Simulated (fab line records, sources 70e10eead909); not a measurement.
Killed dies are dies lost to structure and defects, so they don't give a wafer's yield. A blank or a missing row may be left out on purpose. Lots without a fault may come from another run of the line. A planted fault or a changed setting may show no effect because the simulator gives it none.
Chamber matching | flow nand_harc | NHARC_P_CONTACT_CMP_01 on cmp-01: 4 sister chambers
The step polishes SiO2, target thk 200 nm. 4 wafers are shown with their chamber, then 8 later ones without.

WAFERS WITH THEIR CHAMBER
wafer  | chamber | motor_current_A (A)
L086.3 | 3       | 12.4
L087.3 | 2       | 8.5
L087.4 | 1       | 10.1
L088.3 | 0       | 10.6

WAFERS WITHOUT THEIR CHAMBER
wafer  | motor_current_A (A)
L088.4 | 12.8
L090.2 | 12.5
L090.3 | 10.3
L093.4 | 9.1
L096.2 | 11.5
L096.3 | 10.6
L097.1 | 12.3
L097.2 | 8.7

WHICH CHAMBER EACH WENT THROUGH
wafer  | from the rows above          | in truth
L088.4 | 3                            | 3
L090.2 | 3                            | 3
L090.3 | can't be placed: 1 or 0      | 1
L093.4 | can't be placed: 2 or 1      | 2
L096.2 | can't be placed: 0 or 3 or 1 | 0
L096.3 | can't be placed: 0 or 1      | 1
L097.1 | 3                            | 3
L097.2 | 2                            | 2
Placed correctly: 4 of 8. Can't be placed from these rows: 4 (the true chamber is among the candidates in 4). Placed wrongly: 0.
How it was worked out, from the rows above alone: a wafer's distance from a chamber is the root of the sum, over the readings, of the square of ((its reading less the chamber's mean) divided by the reading's scatter). The wafer belongs to the nearest chamber; if the next one is less than 2 further off, it can't be placed. A chamber's mean is the mean of its shown wafers. The scatter: with one shown wafer a chamber, the root of the mean of the squares of how far each hidden wafer lies from its nearest shown one.
